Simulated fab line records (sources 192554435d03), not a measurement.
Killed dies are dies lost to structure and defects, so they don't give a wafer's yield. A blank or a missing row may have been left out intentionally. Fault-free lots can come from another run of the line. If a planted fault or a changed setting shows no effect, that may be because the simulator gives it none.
What tool caused it? || flow n5_finfet || 72 wafers from 24 lots sampled at 5 of the route's 1938 steps

== WHAT THE GAUGES SHOWED, per wafer ==
N5_BEOL_M11_INSPECT_13: inspects for defects (brightfield). Usual: raw_defect_count at 477, with a standard deviation of 91.
{"lot": "L075", "measured": "day 10 22:28", "on": "defect_inspect-02", "raw_defect_count": "540 424 561", "flag": ""}
{"lot": "L074", "measured": "day 10 22:56", "on": "defect_inspect-01", "raw_defect_count": "397 472 411", "flag": ""}
{"lot": "L076", "measured": "day 11 02:44", "on": "defect_inspect-01", "raw_defect_count": "351 297 363", "flag": ""}
{"lot": "L077", "measured": "day 11 07:31", "on": "defect_inspect-02", "raw_defect_count": "563 515 525", "flag": ""}
{"lot": "L078", "measured": "day 11 07:41", "on": "defect_inspect-01", "raw_defect_count": "360 427 499", "flag": ""}
{"lot": "L079", "measured": "day 11 12:18", "on": "defect_inspect-01", "raw_defect_count": "533 479 549", "flag": ""}
{"lot": "L080", "measured": "day 12 04:52", "on": "defect_inspect-01", "raw_defect_count": "603 476 449", "flag": ""}
{"lot": "L081", "measured": "day 12 11:02", "on": "defect_inspect-02", "raw_defect_count": "544 501 507", "flag": ""}
{"lot": "L082", "measured": "day 12 19:31", "on": "defect_inspect-01", "raw_defect_count": "509 538 396", "flag": ""}
{"lot": "L083", "measured": "day 12 22:59", "on": "defect_inspect-01", "raw_defect_count": "371 457 451", "flag": ""}
{"lot": "L084", "measured": "day 13 10:58", "on": "defect_inspect-01", "raw_defect_count": "455 363 513", "flag": ""}
{"lot": "L085", "measured": "day 13 11:08", "on": "defect_inspect-01", "raw_defect_count": "398 453 430", "flag": ""}
{"lot": "L087", "measured": "day 13 20:53", "on": "defect_inspect-01", "raw_defect_count": "584 475 413", "flag": ""}
{"lot": "L088", "measured": "day 13 21:07", "on": "defect_inspect-02", "raw_defect_count": "382 351 377", "flag": ""}
{"lot": "L089", "measured": "day 14 04:30", "on": "defect_inspect-02", "raw_defect_count": "576 591 569", "flag": ""}
{"lot": "L086", "measured": "day 14 04:40", "on": "defect_inspect-02", "raw_defect_count": "482 422 407", "flag": ""}
{"lot": "L090", "measured": "day 14 07:16", "on": "defect_inspect-01", "raw_defect_count": "472 540 355", "flag": ""}
{"lot": "L092", "measured": "day 14 20:54", "on": "defect_inspect-02", "raw_defect_count": "538 718 612", "flag": ""}
{"lot": "L091", "measured": "day 15 00:20", "on": "defect_inspect-02", "raw_defect_count": "388 565 519", "flag": ""}
{"lot": "L095", "measured": "day 15 10:52", "on": "defect_inspect-01", "raw_defect_count": "506 497 511", "flag": ""}
{"lot": "L093", "measured": "day 15 11:03", "on": "defect_inspect-01", "raw_defect_count": "497 485 399", "flag": ""}
{"lot": "L094", "measured": "day 15 18:17", "on": "defect_inspect-01", "raw_defect_count": "337 333 362", "flag": ""}
{"lot": "L096", "measured": "day 15 18:37", "on": "defect_inspect-02", "raw_defect_count": "458 514 448", "flag": ""}
{"lot": "L097", "measured": "day 16 01:41", "on": "defect_inspect-02", "raw_defect_count": "611 576 365", "flag": ""}

N5_BEOL_M11_CD_MEAS_28: target cd 70 nm. Usual: cd_nm at 69.9 nm, with a standard deviation of 0.73.
{"lot": "L075", "measured": "day 11 01:32", "on": "cd_sem-03", "cd_nm (nm)": "69.8 68.2 70.2", "flag": ""}
{"lot": "L074", "measured": "day 11 01:14", "on": "cd_sem-03", "cd_nm (nm)": "69.9 70.0 69.9", "flag": ""}
{"lot": "L076", "measured": "day 11 03:59", "on": "cd_sem-01", "cd_nm (nm)": "71.4 70.4 69.5", "flag": ""}
{"lot": "L077", "measured": "day 11 10:58", "on": "cd_sem-03", "cd_nm (nm)": "68.9 70.8 70.1", "flag": ""}
{"lot": "L078", "measured": "day 11 10:48", "on": "cd_sem-01", "cd_nm (nm)": "70.7 70.3 70.2", "flag": ""}
{"lot": "L079", "measured": "day 11 14:16", "on": "cd_sem-02", "cd_nm (nm)": "69.7 70.4 69.6", "flag": ""}
{"lot": "L080", "measured": "day 12 07:17", "on": "cd_sem-01", "cd_nm (nm)": "68.7 70.2 70.1", "flag": ""}
{"lot": "L081", "measured": "day 12 14:17", "on": "cd_sem-03", "cd_nm (nm)": "68.9 68.9 70.1", "flag": ""}
{"lot": "L082", "measured": "day 12 23:44", "on": "cd_sem-03", "cd_nm (nm)": "68.1 69.2 69.7", "flag": ""}
{"lot": "L083", "measured": "day 13 00:46", "on": "cd_sem-03", "cd_nm (nm)": "69.1 70.7 69.7", "flag": ""}
{"lot": "L084", "measured": "day 13 13:27", "on": "cd_sem-01", "cd_nm (nm)": "69.8 70.2 70.8", "flag": ""}
{"lot": "L085", "measured": "day 13 13:37", "on": "cd_sem-01", "cd_nm (nm)": "70.3 71.2 70.7", "flag": ""}
{"lot": "L087", "measured": "day 13 22:00", "on": "cd_sem-03", "cd_nm (nm)": "70.7 69.9 69.4", "flag": ""}
{"lot": "L088", "measured": "day 13 22:11", "on": "cd_sem-01", "cd_nm (nm)": "71.5 71.1 70.9", "flag": ""}
{"lot": "L089", "measured": "day 14 05:50", "on": "cd_sem-01", "cd_nm (nm)": "70.3 71.3 70.4", "flag": ""}
{"lot": "L086", "measured": "day 14 06:01", "on": "cd_sem-03", "cd_nm (nm)": "69.2 70.5 69.4", "flag": ""}
{"lot": "L090", "measured": "day 14 08:08", "on": "cd_sem-02", "cd_nm (nm)": "69.5 69.9 69.5", "flag": ""}
{"lot": "L092", "measured": "day 14 23:04", "on": "cd_sem-02", "cd_nm (nm)": "70.4 70.7 71.7", "flag": ""}
{"lot": "L091", "measured": "day 15 01:31", "on": "cd_sem-03", "cd_nm (nm)": "70.0 70.7 69.9", "flag": ""}
{"lot": "L095", "measured": "day 15 12:43", "on": "cd_sem-02", "cd_nm (nm)": "70.1 69.4 69.5", "flag": ""}
{"lot": "L093", "measured": "day 15 12:55", "on": "cd_sem-01", "cd_nm (nm)": "70.5 70.5 71.1", "flag": ""}
{"lot": "L094", "measured": "day 15 19:43", "on": "cd_sem-02", "cd_nm (nm)": "70.0 69.7 69.4", "flag": ""}
{"lot": "L096", "measured": "day 15 20:05", "on": "cd_sem-01", "cd_nm (nm)": "70.4 69.6 69.8", "flag": ""}
{"lot": "L097", "measured": "day 16 05:16", "on": "cd_sem-02", "cd_nm (nm)": "69.2 70.0 68.0", "flag": ""}

N5_BEOL_M11_OCD_MEAS_38. Usual: trench_depth_nm at 149.0 nm, with a standard deviation of 2.7.
{"lot": "L075", "measured": "day 11 02:24", "on": "ocd-02", "trench_depth_nm (nm)": "149.6 148.6 148.6", "flag": ""}
{"lot": "L074", "measured": "day 11 01:49", "on": "ocd-01", "trench_depth_nm (nm)": "152.6 149.8 151.1", "flag": ""}
{"lot": "L076", "measured": "day 11 04:34", "on": "ocd-01", "trench_depth_nm (nm)": "146.3 146.9 147.0", "flag": ""}
{"lot": "L077", "measured": "day 11 11:32", "on": "ocd-01", "trench_depth_nm (nm)": "148.1 144.0 146.1", "flag": ""}
{"lot": "L078", "measured": "day 11 11:23", "on": "ocd-02", "trench_depth_nm (nm)": "152.6 148.6 150.1", "flag": ""}
{"lot": "L079", "measured": "day 11 15:13", "on": "ocd-02", "trench_depth_nm (nm)": "147.0 144.3 149.6", "flag": ""}
{"lot": "L080", "measured": "day 12 09:03", "on": "ocd-02", "trench_depth_nm (nm)": "148.6 146.7 148.8", "flag": ""}
{"lot": "L081", "measured": "day 12 16:43", "on": "ocd-01", "trench_depth_nm (nm)": "145.5 151.4 146.2", "flag": ""}
{"lot": "L082", "measured": "day 13 00:39", "on": "ocd-02", "trench_depth_nm (nm)": "145.7 143.7 146.1", "flag": ""}
{"lot": "L083", "measured": "day 13 01:47", "on": "ocd-02", "trench_depth_nm (nm)": "152.3 149.6 146.2", "flag": ""}
{"lot": "L084", "measured": "day 13 14:02", "on": "ocd-01", "trench_depth_nm (nm)": "150.9 147.9 147.2", "flag": ""}
{"lot": "L085", "measured": "day 13 14:30", "on": "ocd-01", "trench_depth_nm (nm)": "147.2 146.5 153.5", "flag": ""}
{"lot": "L087", "measured": "day 13 22:35", "on": "ocd-02", "trench_depth_nm (nm)": "148.6 148.8 146.4", "flag": ""}
{"lot": "L088", "measured": "day 13 22:53", "on": "ocd-01", "trench_depth_nm (nm)": "150.8 147.9 150.9", "flag": ""}
{"lot": "L089", "measured": "day 14 06:25", "on": "ocd-02", "trench_depth_nm (nm)": "151.8 147.7 152.9", "flag": ""}
{"lot": "L086", "measured": "day 14 06:53", "on": "ocd-01", "trench_depth_nm (nm)": "152.3 148.1 148.4", "flag": ""}
{"lot": "L090", "measured": "day 14 08:44", "on": "ocd-01", "trench_depth_nm (nm)": "152.0 146.5 152.3", "flag": ""}
{"lot": "L092", "measured": "day 14 23:39", "on": "ocd-01", "trench_depth_nm (nm)": "148.5 152.3 147.4", "flag": ""}
{"lot": "L091", "measured": "day 15 02:11", "on": "ocd-01", "trench_depth_nm (nm)": "148.4 150.8 153.0", "flag": ""}
{"lot": "L095", "measured": "day 15 13:17", "on": "ocd-02", "trench_depth_nm (nm)": "149.4 153.3 153.6", "flag": ""}
{"lot": "L093", "measured": "day 15 13:30", "on": "ocd-02", "trench_depth_nm (nm)": "152.3 147.0 151.3", "flag": ""}
{"lot": "L094", "measured": "day 15 20:17", "on": "ocd-02", "trench_depth_nm (nm)": "149.9 151.9 149.3", "flag": ""}
{"lot": "L096", "measured": "day 15 20:56", "on": "ocd-01", "trench_depth_nm (nm)": "145.8 147.2 152.6", "flag": ""}
{"lot": "L097", "measured": "day 16 05:51", "on": "ocd-01", "trench_depth_nm (nm)": "148.5 148.3 152.3", "flag": ""}

N5_BEOL_M12_THK_MEAS_01. Usual: M12_ILD_THK 660 nm, standard deviation 8.2.
{"lot": "L075", "measured": "day 11 06:22", "on": "film_metro-02", "M12_ILD_THK (nm)": "652 657 666", "flag": ""}
{"lot": "L074", "measured": "day 11 04:41", "on": "film_metro-01", "M12_ILD_THK (nm)": "647 660 663", "flag": ""}
{"lot": "L076", "measured": "day 11 08:52", "on": "film_metro-01", "M12_ILD_THK (nm)": "660 668 669", "flag": ""}
{"lot": "L077", "measured": "day 11 14:44", "on": "film_metro-02", "M12_ILD_THK (nm)": "662 653 659", "flag": ""}
{"lot": "L078", "measured": "day 11 14:25", "on": "film_metro-01", "M12_ILD_THK (nm)": "661 664 658", "flag": ""}
{"lot": "L079", "measured": "day 11 19:14", "on": "film_metro-01", "M12_ILD_THK (nm)": "655 664 662", "flag": ""}
{"lot": "L080", "measured": "day 12 12:22", "on": "film_metro-02", "M12_ILD_THK (nm)": "653 665 664", "flag": ""}
{"lot": "L081", "measured": "day 12 20:15", "on": "film_metro-01", "M12_ILD_THK (nm)": "656 658 673", "flag": ""}
{"lot": "L082", "measured": "day 13 03:46", "on": "film_metro-02", "M12_ILD_THK (nm)": "645 642 655", "flag": ""}
{"lot": "L083", "measured": "day 13 06:24", "on": "film_metro-01", "M12_ILD_THK (nm)": "648 645 667", "flag": ""}
{"lot": "L084", "measured": "day 13 16:45", "on": "film_metro-02", "M12_ILD_THK (nm)": "644 664 655", "flag": ""}
{"lot": "L085", "measured": "day 13 18:10", "on": "film_metro-02", "M12_ILD_THK (nm)": "657 661 673", "flag": ""}
{"lot": "L087", "measured": "day 14 02:53", "on": "film_metro-02", "M12_ILD_THK (nm)": "653 660 673", "flag": ""}
{"lot": "L088", "measured": "day 14 02:19", "on": "film_metro-02", "M12_ILD_THK (nm)": "663 656 663", "flag": ""}
{"lot": "L089", "measured": "day 14 10:24", "on": "film_metro-02", "M12_ILD_THK (nm)": "651 656 657", "flag": ""}
{"lot": "L086", "measured": "day 14 10:37", "on": "film_metro-02", "M12_ILD_THK (nm)": "662 670 672", "flag": ""}
{"lot": "L090", "measured": "day 14 12:07", "on": "film_metro-02", "M12_ILD_THK (nm)": "653 662 677", "flag": ""}
{"lot": "L092", "measured": "day 15 02:10", "on": "film_metro-02", "M12_ILD_THK (nm)": "659 658 667", "flag": ""}
{"lot": "L091", "measured": "day 15 06:37", "on": "film_metro-01", "M12_ILD_THK (nm)": "643 652 646", "flag": ""}
{"lot": "L095", "measured": "day 15 16:25", "on": "film_metro-02", "M12_ILD_THK (nm)": "654 659 664", "flag": ""}
{"lot": "L093", "measured": "day 15 17:07", "on": "film_metro-02", "M12_ILD_THK (nm)": "669 663 677", "flag": ""}
{"lot": "L094", "measured": "day 15 23:07", "on": "film_metro-01", "M12_ILD_THK (nm)": "667 657 666", "flag": ""}
{"lot": "L096", "measured": "day 16 00:05", "on": "film_metro-02", "M12_ILD_THK (nm)": "662 669 675", "flag": ""}
{"lot": "L097", "measured": "day 16 09:22", "on": "film_metro-01", "M12_ILD_THK (nm)": "665 659 664", "flag": ""}

== TOOL THAT RAN EACH LOT (tool first, then ch and the chambers of the sampled wafers, then the start) ==
{"lot": "L075", "N5_BEOL_M11_CURE_72": "uv_cure-02 ch 1, day 11 02:41"}
{"lot": "L074", "N5_BEOL_M11_CURE_72": "uv_cure-03 ch 2, day 11 02:06"}
{"lot": "L076", "N5_BEOL_M11_CURE_72": "uv_cure-02 ch 1, day 11 04:49"}
{"lot": "L077", "N5_BEOL_M11_CURE_72": "uv_cure-01 ch 2, day 11 11:44"}
{"lot": "L078", "N5_BEOL_M11_CURE_72": "uv_cure-02 ch 2, day 11 11:43"}
{"lot": "L079", "N5_BEOL_M11_CURE_72": "uv_cure-03 ch 1, day 11 15:27"}
{"lot": "L080", "N5_BEOL_M11_CURE_72": "uv_cure-03 ch 2, day 12 09:18"}
{"lot": "L081", "N5_BEOL_M11_CURE_72": "uv_cure-02 ch 2, day 12 16:54"}
{"lot": "L082", "N5_BEOL_M11_CURE_72": "uv_cure-01 ch 1, day 13 01:07"}
{"lot": "L083", "N5_BEOL_M11_CURE_72": "uv_cure-02 ch 1, day 13 01:58"}
{"lot": "L084", "N5_BEOL_M11_CURE_72": "uv_cure-03 ch 2, day 13 14:17"}
{"lot": "L085", "N5_BEOL_M11_CURE_72": "uv_cure-01 ch 2, day 13 14:48"}
{"lot": "L087", "N5_BEOL_M11_CURE_72": "uv_cure-02 ch 1, day 13 23:04"}
{"lot": "L088", "N5_BEOL_M11_CURE_72": "uv_cure-01 ch 1, day 13 23:14"}
{"lot": "L089", "N5_BEOL_M11_CURE_72": "uv_cure-01 ch 1, day 14 06:43"}
{"lot": "L086", "N5_BEOL_M11_CURE_72": "uv_cure-03 ch 0, day 14 07:16"}
{"lot": "L090", "N5_BEOL_M11_CURE_72": "uv_cure-01 ch 0, day 14 08:56"}
{"lot": "L092", "N5_BEOL_M11_CURE_72": "uv_cure-01 ch 0, day 14 23:54"}
{"lot": "L091", "N5_BEOL_M11_CURE_72": "uv_cure-03 ch 1, day 15 02:23"}
{"lot": "L095", "N5_BEOL_M11_CURE_72": "uv_cure-01 ch 1, day 15 13:32"}
{"lot": "L093", "N5_BEOL_M11_CURE_72": "uv_cure-02 ch 0, day 15 13:43"}
{"lot": "L094", "N5_BEOL_M11_CURE_72": "uv_cure-03 ch 1, day 15 20:29"}
{"lot": "L096", "N5_BEOL_M11_CURE_72": "uv_cure-01 ch 0, day 15 21:11"}
{"lot": "L097", "N5_BEOL_M11_CURE_72": "uv_cure-02 ch 2, day 16 06:12"}
- N5_BEOL_M11_CURE_72: cures SiCOH lowk, time 120 s.

== WHAT THE TOOLS THEMSELVES READ (means of the sampled wafers that have a number; where no wafer has one, the mark that the record gives instead) ==
N5_BEOL_M11_CURE_72. Usual: lamp_power_pct 52.31 %, standard deviation 0.051; wafer_temp_C_max 371.6, standard deviation 0.67.
{"lot": "L075", "tool": "uv_cure-02", "lamp_power_pct (%)": 52.31, "wafer_temp_C_max": 370.8, "flag": ""}
{"lot": "L074", "tool": "uv_cure-03", "lamp_power_pct (%)": 52.30, "wafer_temp_C_max": 371.5, "flag": ""}
{"lot": "L076", "tool": "uv_cure-02", "lamp_power_pct (%)": 52.28, "wafer_temp_C_max": 371.3, "flag": ""}
{"lot": "L077", "tool": "uv_cure-01", "lamp_power_pct (%)": 52.29, "wafer_temp_C_max": 372.9, "flag": ""}
{"lot": "L078", "tool": "uv_cure-02", "lamp_power_pct (%)": 52.32, "wafer_temp_C_max": 372.0, "flag": ""}
{"lot": "L079", "tool": "uv_cure-03", "lamp_power_pct (%)": 52.28, "wafer_temp_C_max": 371.2, "flag": ""}
{"lot": "L080", "tool": "uv_cure-03", "lamp_power_pct (%)": 52.34, "wafer_temp_C_max": 371.2, "flag": ""}
{"lot": "L081", "tool": "uv_cure-02", "lamp_power_pct (%)": 52.31, "wafer_temp_C_max": 372.1, "flag": ""}
{"lot": "L082", "tool": "uv_cure-01", "lamp_power_pct (%)": 52.35, "wafer_temp_C_max": 371.7, "flag": ""}
{"lot": "L083", "tool": "uv_cure-02", "lamp_power_pct (%)": 52.32, "wafer_temp_C_max": 370.9, "flag": ""}
{"lot": "L084", "tool": "uv_cure-03", "lamp_power_pct (%)": 52.30, "wafer_temp_C_max": 371.3, "flag": ""}
{"lot": "L085", "tool": "uv_cure-01", "lamp_power_pct (%)": 52.33, "wafer_temp_C_max": 373.2, "flag": ""}
{"lot": "L087", "tool": "uv_cure-02", "lamp_power_pct (%)": 52.35, "wafer_temp_C_max": 370.8, "flag": ""}
{"lot": "L088", "tool": "uv_cure-01", "lamp_power_pct (%)": 52.30, "wafer_temp_C_max": 371.6, "flag": ""}
{"lot": "L089", "tool": "uv_cure-01", "lamp_power_pct (%)": 52.33, "wafer_temp_C_max": 371.8, "flag": ""}
{"lot": "L086", "tool": "uv_cure-03", "lamp_power_pct (%)": 52.30, "wafer_temp_C_max": 371.9, "flag": ""}
{"lot": "L090", "tool": "uv_cure-01", "lamp_power_pct (%)": 52.34, "wafer_temp_C_max": 371.4, "flag": ""}
{"lot": "L092", "tool": "uv_cure-01", "lamp_power_pct (%)": 52.33, "wafer_temp_C_max": 371.2, "flag": ""}
{"lot": "L091", "tool": "uv_cure-03", "lamp_power_pct (%)": 52.30, "wafer_temp_C_max": 371.4, "flag": ""}
{"lot": "L095", "tool": "uv_cure-01", "lamp_power_pct (%)": 52.33, "wafer_temp_C_max": 372.0, "flag": ""}
{"lot": "L093", "tool": "uv_cure-02", "lamp_power_pct (%)": 52.35, "wafer_temp_C_max": 372.8, "flag": ""}
{"lot": "L094", "tool": "uv_cure-03", "lamp_power_pct (%)": 52.37, "wafer_temp_C_max": 371.2, "flag": ""}
{"lot": "L096", "tool": "uv_cure-01", "lamp_power_pct (%)": 52.26, "wafer_temp_C_max": 371.2, "flag": ""}
{"lot": "L097", "tool": "uv_cure-02", "lamp_power_pct (%)": 52.35, "wafer_temp_C_max": 371.6, "flag": ""}

== THE ANSWER, worked out from the rows above alone ==
Rule: take the mean of a lot's wafers that have a number; if it is more than 3 standard deviations from the usual mean, the lot is off. A lot without any number at a reading at which 4 lots or more have one is off too. Any other lot the step has rows for is counted as sound. First the gauges in route order, then the tools' own readings, where a lot's mean is used as printed above. The first step at which some lot is off is used, and at that step the reading that is off furthest; a lot without a number counts as furthest.
Across all readings shown, no lot is off: no conclusion can be drawn from this.

== WHAT WAS PUT IN BY THE SIMULATOR ==
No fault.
